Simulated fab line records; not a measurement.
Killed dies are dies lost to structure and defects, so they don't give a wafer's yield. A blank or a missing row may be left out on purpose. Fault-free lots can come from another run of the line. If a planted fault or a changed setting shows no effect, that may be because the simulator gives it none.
fab line records -- flow nand_harc -- part 1 of 2: steps 1 to 4 of 6
record lots=23, wafers=69, last_day=33
route steps=1302 shown A_STAIRCASE@734
lots untouched by any fault: they come from a run of this same line in which no faults occurred
start_h: the number of hours between the record's first day and the start of the first shown wafer of the lot -- wait_h: hours elapsed since this lot's preceding step -- " identical to the entry in the row above -- L1.1+2: one row covering several wafers at once -- - no value, or no start given -- * or withheld: withheld -- < > ~ a bound
route shown NAME@n: a module of which the file shows steps, and the number in the route of the first -- usual: average and standard deviation across the fault-free wafers -- same: alike in all rows -- chamber/n: place in a boat -- sites: per-site readings -- _std_site: their standard deviation -- _edge_site: outer sites' mean less inner sites' -- radius_mm: how far each site lies from the wafer's centre -- mask NAME#n: copy n -- behind: tool/chamber where the wafer was last shaped -- hold: cause of the lot's hold/its duration in hours/its outcome -- device: whichever transistor did not switch (one of n, p or np) -- end of line: at the end of the route, the tests of the same wafers -- step lacking rows: just its recipe -- killed: count of dies lost to structure and defects at first sort (not the wafer's yield) -- map: a wafer's dies, marking killed ones x, the rest . and places with no die _
set.NAME: the setting that was run; set.NAME@STEP: the one run at that earlier step -- model.NAME: the simulator's own value behind a step, which no gauge read
a sample of lots followed through the steps of the route, with each step as a table and each wafer as a row
services: from which hour (start_h, from the record's first day; less than 0 if before it) a tool's chamber was out of use, for how many hours, and why
## steps
# step NHARC_A_STAIRCASE_TRIM_220
# recipe time_s=211.2, o2_flow_sccm=500, ar_flow_sccm=0, bias_w=0, chemistry=O2
# usual drypump_motor_current_A=5.6/0.61, oes_product_au=1.003/0.0074, rf_vpp_V=57.8/0.93, showerhead_plenum_p_Torr=3.51/0.15, throttle_valve_pct=17.037/0.0088
# same bias_w=0
lot.wafer,tool,chamber,start_h,wait_h,drypump_motor_current_A,oes_product_au,rf_hours_counter_h,rf_vpp_V,showerhead_plenum_p_Torr,throttle_valve_pct
L074.1,rie_diel-12,3,353.22,0.2,6.3,0.993,26,58.4,3.73,17.044
L074.3,rie_diel-12,0,353.22,0.2,5.0,1.010,27,56.8,3.28,17.034
L074.6,rie_diel-12,0,353.22,0.2,5.0,1.012,-,57.9,3.28,17.030
L075.2,rie_diel-09,0,363.97,0.1,5.2,1.001,19,58.0,3.51,17.030
L075.4,rie_diel-09,1,363.97,0.1,5.5,1.005,16,56.4,3.29,17.040
L075.3,rie_diel-09,2,363.97,0.1,5.8,0.998,14,59.1,3.59,17.033
L077.1,rie_diel-09,3,383.68,0.1,6.5,1.006,21,59.1,3.66,17.034
L077.4,rie_diel-09,0,383.68,0.1,5.2,1.001,23,59.0,3.51,17.029
L077.5,rie_diel-09,2,383.68,0.1,5.7,1.001,-,58.4,3.59,17.045
L078.3,rie_diel-13,3,384.39,0.1,5.0,1.001,13,58.6,3.66,17.025
L078.2,rie_diel-13,0,384.39,0.1,6.5,1.005,12,58.2,3.37,17.023
L078.5,rie_diel-13,1,384.39,0.1,5.3,1.003,-,57.2,3.50,17.034
L076.3,rie_diel-09,0,406.67,0.1,5.2,0.994,35,56.1,3.50,17.040
L076.1,rie_diel-09,1,406.67,0.1,5.5,1.013,31,57.5,3.28,17.037
L076.2,rie_diel-09,3,406.67,0.1,6.5,1.003,30,58.3,3.65,17.063
L079.2,rie_diel-13,1,413.00,0.1,5.2,1.012,23,57.3,3.49,17.027
L079.3,rie_diel-13,2,413.00,0.1,5.8,1.020,21,57.5,3.37,17.035
L079.5,rie_diel-13,1,413.00,0.1,5.2,0.996,-,59.1,3.49,17.041
L080.1,rie_diel-13,2,414.45,0.1,5.8,1.005,21,57.2,3.37,17.038
L080.2,rie_diel-13,0,414.45,0.1,6.4,1.006,26,57.4,3.36,17.031
L080.5,rie_diel-13,3,414.45,0.1,5.0,1.000,-,58.8,3.65,17.058
L081.2,rie_diel-13,2,437.30,0.1,5.8,1.016,27,57.5,3.37,17.041
L081.1,rie_diel-13,3,437.30,0.1,5.0,1.011,31,57.8,3.65,17.039
L081.5,rie_diel-13,2,437.30,0.1,5.7,1.012,-,57.8,3.37,17.043
L082.4,rie_diel-09,3,437.88,0.1,6.5,1.002,38,55.7,3.65,17.023
L082.1,rie_diel-09,0,437.88,0.1,5.2,1.003,44,58.6,3.50,17.035
L082.6,rie_diel-09,0,437.88,0.1,5.2,0.997,-,59.9,3.50,17.038
L083.2,rie_diel-13,1,449.56,0.1,5.2,1.004,34,57.9,3.48,17.030
L083.3,rie_diel-13,2,449.56,0.1,5.8,1.017,32,58.2,3.37,17.040
L083.6,rie_diel-13,1,449.56,0.1,5.2,1.005,-,56.5,3.48,17.041
L085.2,rie_diel-13,0,465.65,0.1,6.4,1.011,42,58.6,3.35,17.043
L085.6,rie_diel-13,3,465.65,0.1,5.0,1.003,-,57.8,3.65,17.026
L085.5,rie_diel-13,0,465.65,0.1,6.4,1.006,-,57.5,3.35,17.042
L084.1,rie_diel-12,3,465.89,0.1,6.3,1.005,5,58.3,3.71,17.042
L084.4,rie_diel-12,2,465.89,0.1,6.4,1.008,-,57.2,3.37,17.028
L084.5,rie_diel-12,3,465.89,0.1,6.3,1.012,-,59.4,3.71,17.033
L086.4,rie_diel-09,0,483.35,0.1,5.2,1.003,60,58.0,3.49,17.031
L086.2,rie_diel-09,3,483.35,0.1,6.5,1.001,54,59.6,3.64,17.054
L086.5,rie_diel-09,1,483.35,0.1,5.5,1.011,-,58.1,3.26,17.044
L087.3,rie_diel-13,3,496.69,0.1,5.0,0.992,55,56.4,3.64,17.042
L087.4,rie_diel-13,0,496.69,0.1,6.4,0.997,53,56.7,3.34,17.033
L087.2,rie_diel-13,2,496.69,0.1,5.7,1.008,49,57.3,3.36,17.047
L089.3,rie_diel-09,2,515.19,0.1,5.8,0.996,2,58.0,3.56,17.029
L089.4,rie_diel-09,3,515.19,0.1,6.5,1.009,2,57.3,3.64,17.032
L089.1,rie_diel-09,0,515.19,0.1,5.2,0.989,3,56.9,3.49,17.039
L088.3,rie_diel-13,2,516.54,0.1,5.8,1.003,56,57.7,3.35,17.038
L088.4,rie_diel-13,0,516.54,0.1,6.5,1.003,63,57.6,3.34,17.040
L088.6,rie_diel-13,1,516.54,0.1,5.2,1.006,-,58.4,3.47,17.044
L090.4,rie_diel-13,0,535.53,0.1,6.4,0.998,3,57.9,3.34,17.031
L090.5,rie_diel-13,1,535.53,0.1,5.2,0.994,-,58.3,3.47,17.042
L090.6,rie_diel-13,2,535.53,0.1,5.8,1.001,-,57.5,3.35,17.059
L091.1,rie_diel-12,0,536.76,0.1,5.0,1.011,23,57.9,3.80,17.044
L091.4,rie_diel-12,1,536.76,0.1,4.8,1.002,27,57.1,3.46,17.047
L091.3,rie_diel-12,2,536.76,0.1,6.4,1.006,27,59.1,3.36,17.029
L095.4,rie_diel-12,0,564.58,0.1,5.0,1.004,34,58.1,3.79,17.019
L095.1,rie_diel-12,2,564.58,0.1,6.4,1.012,36,57.3,3.35,17.043
L095.5,rie_diel-12,0,564.58,0.1,5.0,0.998,-,58.0,3.79,17.031
L094.2,rie_diel-12,2,570.64,0.1,6.5,1.013,38,57.0,3.35,17.030
L094.6,rie_diel-12,0,570.64,0.1,5.0,0.998,-,58.8,3.79,17.031
L094.5,rie_diel-12,1,570.64,0.1,4.8,0.988,-,57.3,3.46,17.035
L093.1,rie_diel-12,3,576.04,0.1,6.3,1.014,38,58.3,3.69,17.033
L093.5,rie_diel-12,0,576.04,0.1,5.0,1.007,-,58.3,3.79,17.036
L093.6,rie_diel-12,1,576.04,0.1,4.8,1.003,-,57.5,3.45,17.047
L096.1,rie_diel-09,2,580.27,0.1,5.7,0.993,22,56.9,3.55,17.019
L096.5,rie_diel-09,1,580.27,0.1,5.5,1.011,-,57.8,3.80,17.021
L096.6,rie_diel-09,2,580.27,0.1,5.8,0.994,-,58.3,3.55,17.019
L097.1,rie_diel-12,1,587.92,0.1,4.8,1.008,47,57.0,3.45,17.043
L097.2,rie_diel-12,2,587.92,0.1,6.5,1.013,44,55.7,3.35,17.048
L097.6,rie_diel-12,2,587.92,0.1,6.4,1.002,-,57.8,3.35,17.047
# step NHARC_A_STAIRCASE_TRIM_235
# recipe time_s=211.2, o2_flow_sccm=500, ar_flow_sccm=0, bias_w=0, chemistry=O2
# usual drypump_motor_current_A=5.6/0.59, oes_product_au=1.002/0.0068, rf_vpp_V=57.7/0.99, showerhead_plenum_p_Torr=3.51/0.15, throttle_valve_pct=17.035/0.0087
# same bias_w=0
lot.wafer,tool,chamber,start_h,wait_h,drypump_motor_current_A,oes_product_au,rf_hours_counter_h,rf_vpp_V,showerhead_plenum_p_Torr,throttle_valve_pct
L074.3,rie_diel-13,0,-,-,6.5,1.002,4,57.5,3.37,17.037
L074.1,rie_diel-13,1,-,-,5.2,0.993,2,58.2,3.50,17.043
L074.6,rie_diel-13,2,-,-,5.8,1.000,-,56.1,3.38,17.027
L075.3,rie_diel-13,1,-,-,5.2,1.002,6,57.6,3.50,17.037
L075.2,rie_diel-13,3,-,-,5.0,1.005,8,56.9,3.66,17.025
L075.4,rie_diel-13,3,-,-,5.0,1.001,-,58.3,3.66,17.043
L077.4,rie_diel-09,2,-,-,5.8,1.004,19,56.3,3.58,17.023
L077.1,rie_diel-09,0,-,-,5.2,0.996,24,58.0,3.51,17.026
L077.5,rie_diel-09,1,-,-,5.5,1.020,-,56.2,3.28,17.034
L078.2,rie_diel-13,2,-,-,5.8,1.016,10,58.3,3.38,17.044
L078.3,rie_diel-13,0,-,-,6.5,1.012,13,56.0,3.37,17.051
L078.5,rie_diel-13,1,-,-,5.2,1.003,-,56.5,3.50,17.045
L076.1,rie_diel-09,0,-,-,5.2,0.998,35,57.5,3.50,17.033
L076.2,rie_diel-09,1,-,-,5.5,1.013,32,57.2,3.28,17.020
L076.3,rie_diel-09,3,-,-,6.5,1.006,31,58.5,3.65,17.029
L079.2,rie_diel-09,0,-,-,5.2,0.993,37,58.9,3.50,17.046
L079.3,rie_diel-09,2,-,-,5.7,0.996,28,58.6,3.58,17.044
L079.5,rie_diel-09,0,-,-,5.2,1.003,-,58.4,3.50,17.042
L080.2,rie_diel-09,3,-,-,6.5,0.995,32,58.7,3.65,17.029
L080.1,rie_diel-09,1,-,-,5.5,1.012,34,57.9,3.28,17.035
L080.5,rie_diel-09,1,-,-,5.5,1.005,-,56.9,3.28,17.024
L081.1,rie_diel-13,1,-,-,5.2,0.988,30,57.5,3.49,17.037
L081.2,rie_diel-13,3,-,-,5.0,0.997,32,58.3,3.65,17.038
L081.5,rie_diel-13,1,-,-,5.2,1.000,-,57.0,3.49,17.039
L082.1,rie_diel-09,0,-,-,5.2,0.996,45,58.0,3.50,17.037
L082.4,rie_diel-09,2,-,-,5.7,0.996,35,57.3,3.57,17.035
L082.6,rie_diel-09,0,-,-,5.2,1.003,-,57.2,3.50,17.048
L083.3,rie_diel-13,3,-,-,5.0,0.998,36,58.3,3.65,17.035
L083.2,rie_diel-13,0,-,-,6.5,1.008,36,57.0,3.35,17.040
L083.6,rie_diel-13,2,-,-,5.8,1.005,-,57.9,3.37,17.031
L085.2,rie_diel-09,2,-,-,5.8,0.998,45,56.8,3.57,17.031
L085.5,rie_diel-09,0,-,-,5.2,0.995,-,58.4,3.49,17.029
L085.6,rie_diel-09,1,-,-,5.5,1.010,-,55.7,3.27,17.041
L084.4,rie_diel-13,1,-,-,5.2,0.998,42,55.9,3.48,17.031
L084.1,rie_diel-13,2,-,-,5.8,1.014,38,56.8,3.36,17.034
L084.5,rie_diel-13,0,-,-,6.4,0.997,-,57.1,3.35,17.042
L086.2,rie_diel-09,2,-,-,5.7,1.005,52,58.6,3.57,17.028
L086.4,rie_diel-09,1,-,-,5.5,1.024,59,57.0,3.26,17.028
L086.5,rie_diel-09,3,-,-,6.5,0.994,-,58.0,3.64,17.050
L087.4,rie_diel-12,1,-,-,4.8,1.005,13,55.9,3.47,17.025
L087.3,rie_diel-12,2,-,-,6.4,1.003,12,58.5,3.36,17.038
L087.2,rie_diel-12,3,-,-,6.3,0.997,12,58.5,3.71,17.020
L089.3,rie_diel-12,0,-,-,5.0,0.995,16,59.8,3.80,17.038
L089.1,rie_diel-12,1,-,-,4.8,0.996,21,57.1,3.47,17.046
L089.4,rie_diel-12,2,-,-,6.4,0.996,20,57.4,3.36,17.025
L088.3,rie_diel-09,1,-,-,5.5,0.998,3,58.3,3.81,17.036
L088.4,rie_diel-09,2,-,-,5.8,1.001,3,56.6,3.56,17.032
L088.6,rie_diel-09,1,-,-,5.5,1.001,-,60.4,3.81,17.040
L091.3,rie_diel-12,2,-,-,6.4,1.008,29,56.3,3.35,17.028
L091.4,rie_diel-12,3,-,-,6.3,0.999,26,56.6,3.70,17.011
L091.1,rie_diel-12,0,-,-,5.0,1.007,24,59.9,3.79,17.029
L090.4,rie_diel-13,0,-,-,6.5,1.002,5,57.4,3.34,17.037
L090.5,rie_diel-13,1,-,-,5.2,1.005,-,57.8,3.47,17.049
L090.6,rie_diel-13,2,-,-,5.8,1.006,-,57.9,3.35,17.052
L095.1,rie_diel-12,1,-,-,4.8,1.004,39,58.3,3.46,17.036
L095.4,rie_diel-12,3,-,-,6.3,0.986,34,59.4,3.69,17.027
L095.5,rie_diel-12,2,-,-,6.5,1.000,-,58.1,3.35,17.026
L094.2,rie_diel-12,0,-,-,5.0,1.001,37,58.0,3.79,17.028
L094.5,rie_diel-12,1,-,-,4.8,1.004,-,57.2,3.45,17.033
L094.6,rie_diel-12,2,-,-,6.4,1.003,-,56.8,3.35,17.041
L093.1,rie_diel-13,3,-,-,5.0,1.005,16,58.7,3.62,17.045
L093.6,rie_diel-13,0,-,-,6.5,1.002,-,56.2,3.33,17.035
L093.5,rie_diel-13,1,-,-,5.2,1.006,-,58.4,3.46,17.035
L096.1,rie_diel-12,2,-,-,6.5,1.000,42,59.4,3.35,17.026
L096.6,rie_diel-12,2,-,-,6.4,1.008,-,56.8,3.35,17.043
L096.5,rie_diel-12,0,-,-,5.0,1.008,-,57.2,3.78,17.021
L097.1,rie_diel-09,0,-,-,5.2,1.003,27,57.2,3.47,17.047
L097.2,rie_diel-09,2,-,-,5.8,1.011,25,57.3,3.55,17.052
L097.6,rie_diel-09,1,-,-,5.5,1.011,-,59.4,3.79,17.023
# step NHARC_A_STAIRCASE_STRIP_238
# recipe power_w=1500, temp_c=250, chemistry=O2
# usual drypump_motor_current_A=5.5/0.6, heater_power_w=337/15
lot.wafer,tool,chamber,start_h,wait_h,drypump_motor_current_A,heater_power_w,rf_hours_counter_h
L074.1,plasma_asher-01,0,356.78,0.1,4.9,345,1
L074.3,plasma_asher-01,0,356.78,0.1,4.9,341,-
L074.6,plasma_asher-01,1,356.78,0.1,6.5,322,-
L075.2,plasma_asher-01,1,366.87,0.1,6.5,327,3
L075.4,plasma_asher-01,0,366.87,0.1,4.9,350,-
L075.3,plasma_asher-01,1,366.87,0.1,6.5,322,-
L077.1,plasma_asher-02,0,385.75,0.1,5.5,352,25
L077.4,plasma_asher-02,1,385.75,0.1,5.2,320,-
L077.5,plasma_asher-02,0,385.75,0.1,5.5,365,-
L078.2,plasma_asher-02,0,386.67,0.1,5.5,366,25
L078.3,plasma_asher-02,0,386.67,0.1,5.5,350,-
L078.5,plasma_asher-02,1,386.67,0.1,5.2,311,-
L076.1,plasma_asher-01,0,408.80,0.1,4.9,345,11
L076.2,plasma_asher-01,1,408.80,0.1,6.5,316,11
L076.3,plasma_asher-01,1,408.80,0.1,6.5,320,-
L079.2,plasma_asher-02,0,415.09,0.1,5.4,361,30
L079.3,plasma_asher-02,1,415.09,0.1,5.2,309,-
L079.5,plasma_asher-02,1,415.09,0.1,5.2,317,-
L080.1,plasma_asher-02,1,417.61,0.1,5.1,317,30
L080.2,plasma_asher-02,0,417.61,0.1,5.5,367,30
L080.5,plasma_asher-02,1,417.61,0.1,5.2,318,-
L081.1,plasma_asher-02,1,439.40,0.1,5.2,339,1
L081.2,plasma_asher-02,0,439.40,0.1,5.5,354,1
L081.5,plasma_asher-02,0,439.40,0.1,5.4,359,-
L082.1,plasma_asher-02,1,440.01,0.1,5.2,338,2
L082.4,plasma_asher-02,1,440.01,0.1,5.2,332,-
L082.6,plasma_asher-02,0,440.01,0.1,5.5,349,-
L083.2,plasma_asher-01,0,452.48,0.1,4.9,347,21
L083.3,plasma_asher-01,1,452.48,0.1,6.5,324,-
L083.6,plasma_asher-01,0,452.48,0.1,4.9,337,-
L085.2,plasma_asher-02,1,467.77,0.1,5.2,332,7
L085.6,plasma_asher-02,0,467.77,0.1,5.5,351,-
L085.5,plasma_asher-02,1,467.77,0.1,5.2,327,-
L084.1,plasma_asher-01,1,468.09,0.1,6.5,324,25
L084.4,plasma_asher-01,1,468.09,0.1,6.5,325,-
L084.5,plasma_asher-01,0,468.09,0.1,4.9,343,-
L086.2,plasma_asher-02,0,485.43,0.1,5.5,364,10
L086.4,plasma_asher-02,0,485.43,0.1,5.5,350,-
L086.5,plasma_asher-02,0,485.43,0.1,5.5,362,-
L087.2,plasma_asher-01,0,498.87,0.1,4.9,345,32
L087.3,plasma_asher-01,1,498.87,0.1,6.5,319,-
L087.4,plasma_asher-01,0,498.87,0.1,4.9,331,-
L089.1,plasma_asher-01,0,517.32,0.1,4.9,343,34
L089.3,plasma_asher-01,1,517.32,0.1,6.6,323,-
L089.4,plasma_asher-01,0,517.32,0.1,4.9,349,-
L088.4,plasma_asher-01,0,518.71,0.2,4.9,346,-
L088.3,plasma_asher-01,1,518.71,0.2,6.5,326,-
L088.6,plasma_asher-01,1,518.71,0.2,6.5,316,-
L091.1,plasma_asher-02,1,539.55,0.1,5.2,336,22
L091.3,plasma_asher-02,1,539.55,0.1,5.2,330,-
L091.4,plasma_asher-02,0,539.55,0.1,5.5,349,-
L090.4,plasma_asher-01,0,540.98,0.2,4.9,341,-
L090.5,plasma_asher-01,1,540.98,0.2,6.5,316,-
L090.6,plasma_asher-01,0,540.98,0.2,4.9,339,-
L095.1,plasma_asher-01,0,566.67,0.1,4.9,348,7
L095.4,plasma_asher-01,0,566.67,0.1,4.9,354,-
L095.5,plasma_asher-01,0,566.67,0.1,4.9,345,-
L094.2,plasma_asher-02,1,572.75,0.1,5.1,333,29
L094.6,plasma_asher-02,0,572.75,0.1,5.5,362,-
L094.5,plasma_asher-02,1,572.75,0.1,5.2,336,-
L093.1,plasma_asher-02,0,578.27,0.1,5.4,343,29
L093.6,plasma_asher-02,1,578.27,0.1,5.1,340,-
L093.5,plasma_asher-02,0,578.27,0.1,5.5,352,-
L096.1,plasma_asher-01,0,582.96,0.1,4.9,349,10
L096.5,plasma_asher-01,1,582.96,0.1,6.5,319,-
L096.6,plasma_asher-01,0,582.96,0.1,4.9,340,-
L097.2,plasma_asher-02,0,590.25,0.2,5.5,348,34
L097.1,plasma_asher-02,1,590.25,0.2,5.2,327,34
L097.6,plasma_asher-02,1,590.25,0.2,5.2,336,-
# step NHARC_A_STAIRCASE_STRIP_316
# recipe o2_flow_sccm=500, ar_flow_sccm=0, bias_w=0, chemistry=O2
# usual drypump_motor_current_A=5.7/0.58, oes_product_au=1.002/0.0074, rf_vpp_V=57.8/0.9, showerhead_plenum_p_Torr=3.53/0.16, throttle_valve_pct=17.036/0.0092
# same bias_w=0
lot.wafer,tool,chamber,start_h,wait_h,drypump_motor_current_A,oes_product_au,rf_hours_counter_h,rf_vpp_V,showerhead_plenum_p_Torr,throttle_valve_pct
L074.1,rie_diel-13,0,-,-,6.4,1.002,11,56.8,3.37,17.024
L074.3,rie_diel-13,3,-,-,5.0,1.009,11,59.3,3.66,17.033
L074.6,rie_diel-13,1,-,-,5.2,1.004,-,57.7,3.50,17.047
L075.3,rie_diel-13,1,-,-,5.2,1.018,14,58.7,3.49,17.042
L075.2,rie_diel-13,3,-,-,5.0,1.008,17,59.3,3.66,17.058
L075.4,rie_diel-13,0,-,-,6.5,1.015,16,56.3,3.36,17.038
L078.2,rie_diel-09,2,-,-,5.8,1.003,26,58.4,3.58,17.039
L078.3,rie_diel-09,3,-,-,6.5,0.998,30,59.0,3.65,17.046
L078.5,rie_diel-09,3,-,-,6.5,0.999,-,58.3,3.65,17.028
L077.4,rie_diel-12,2,-,-,6.4,1.009,43,56.9,3.38,17.026
L077.1,rie_diel-12,0,-,-,5.0,1.011,46,58.1,3.27,17.041
L077.5,rie_diel-12,2,-,-,6.4,0.998,-,57.1,3.38,17.045
L076.1,rie_diel-09,0,-,-,5.2,0.991,42,58.6,3.50,17.032
L076.3,rie_diel-09,1,-,-,5.5,1.007,40,57.3,3.27,17.042
L076.2,rie_diel-09,2,-,-,5.8,0.992,33,58.5,3.58,17.036
L079.2,rie_diel-13,2,-,-,5.7,1.006,27,56.2,3.37,17.042
L079.3,rie_diel-13,3,-,-,5.0,0.993,31,57.4,3.65,17.040
L079.5,rie_diel-13,3,-,-,5.0,1.001,-,58.3,3.65,17.030
L080.1,rie_diel-09,1,-,-,5.5,1.011,43,57.7,3.27,17.035
L080.2,rie_diel-09,2,-,-,5.8,0.994,36,58.9,3.57,17.036
L080.5,rie_diel-09,1,-,-,5.5,0.998,-,56.8,3.27,17.040
L081.1,rie_diel-12,0,-,-,5.0,0.997,1,58.3,3.81,17.044
L081.2,rie_diel-12,1,-,-,4.8,1.001,1,59.4,3.48,17.035
L081.5,rie_diel-12,3,-,-,6.3,0.996,-,58.2,3.71,17.043
L082.1,rie_diel-12,3,-,-,6.3,0.996,2,56.6,3.71,17.019
L082.4,rie_diel-12,0,-,-,5.0,1.000,2,58.5,3.81,17.023
L082.6,rie_diel-12,1,-,-,4.8,1.010,-,57.4,3.48,17.032
L083.3,rie_diel-12,3,-,-,6.3,1.001,8,57.8,3.71,17.053
L083.2,rie_diel-12,0,-,-,5.0,1.006,6,59.8,3.80,17.027
L083.6,rie_diel-12,1,-,-,4.8,1.014,-,58.2,3.47,17.037
L085.2,rie_diel-13,0,-,-,6.4,1.005,53,56.9,3.34,17.040
L085.5,rie_diel-13,0,-,-,6.5,0.996,-,56.3,3.34,17.050
L085.6,rie_diel-13,1,-,-,5.2,0.988,-,58.0,3.48,17.016
L084.4,rie_diel-13,0,-,-,6.5,1.005,54,55.3,3.34,17.049
L084.1,rie_diel-13,3,-,-,5.0,1.001,55,57.7,3.64,17.047
L084.5,rie_diel-13,1,-,-,5.2,1.005,-,58.5,3.47,17.030
L086.4,rie_diel-09,2,-,-,5.8,0.992,2,59.5,3.56,17.032
L086.2,rie_diel-09,1,-,-,5.5,1.009,2,58.3,3.81,17.055
L086.5,rie_diel-09,3,-,-,6.5,0.992,-,58.9,3.64,17.023
L087.2,rie_diel-13,2,-,-,5.7,0.998,57,57.9,3.35,17.049
L087.4,rie_diel-13,3,-,-,5.0,1.002,64,58.7,3.63,17.033
L087.3,rie_diel-13,1,-,-,5.2,1.002,59,58.2,3.47,17.047
L089.4,rie_diel-09,0,-,-,5.2,0.996,11,57.6,3.48,17.051
L089.3,rie_diel-09,1,-,-,5.5,1.008,11,58.4,3.80,17.027
L089.1,rie_diel-09,3,-,-,6.5,1.006,8,58.5,3.63,17.048
L088.4,rie_diel-13,2,-,-,5.7,1.003,7,58.0,3.35,17.021
L088.3,rie_diel-13,0,-,-,6.5,0.996,6,59.0,3.34,17.038
L088.6,rie_diel-13,1,-,-,5.2,1.001,-,57.7,3.47,17.038
L090.4,rie_diel-09,0,-,-,5.2,0.999,19,57.1,3.48,17.032
L090.6,rie_diel-09,1,-,-,5.5,1.011,-,58.5,3.80,17.056
L090.5,rie_diel-09,2,-,-,5.7,0.999,-,56.9,3.56,17.039
L091.1,rie_diel-13,0,-,-,6.4,0.985,13,57.3,3.33,17.038
L091.4,rie_diel-13,2,-,-,5.8,0.997,13,57.0,3.35,17.039
L091.3,rie_diel-13,3,-,-,5.0,0.994,12,58.9,3.62,17.031
L095.1,rie_diel-09,1,-,-,5.5,1.014,23,56.6,3.79,17.049
L095.4,rie_diel-09,3,-,-,6.5,1.009,26,58.2,3.62,17.042
L095.5,rie_diel-09,2,-,-,5.8,0.991,-,57.0,3.55,17.036
L094.2,rie_diel-13,0,-,-,6.5,1.006,23,57.8,3.33,17.022
L094.5,rie_diel-13,2,-,-,5.8,1.010,-,58.3,3.34,17.039
L094.6,rie_diel-13,3,-,-,5.0,0.997,-,56.7,3.62,17.026
L093.1,rie_diel-09,3,-,-,6.5,1.007,28,60.1,3.62,17.028
L093.5,rie_diel-09,1,-,-,5.5,1.010,-,57.3,3.79,17.040
L093.6,rie_diel-09,2,-,-,5.8,1.001,-,57.4,3.55,17.040
L096.1,rie_diel-12,0,-,-,5.0,0.997,46,56.9,3.78,17.043
L096.6,rie_diel-12,2,-,-,6.5,1.000,-,57.7,3.34,17.034
L096.5,rie_diel-12,0,-,-,5.0,0.998,-,57.3,3.78,17.048
L097.2,rie_diel-12,0,-,-,5.0,1.007,48,57.9,3.78,17.032
L097.1,rie_diel-12,2,-,-,6.4,1.005,50,56.7,3.34,17.016
L097.6,rie_diel-12,3,-,-,6.3,1.010,-,58.4,3.69,17.047
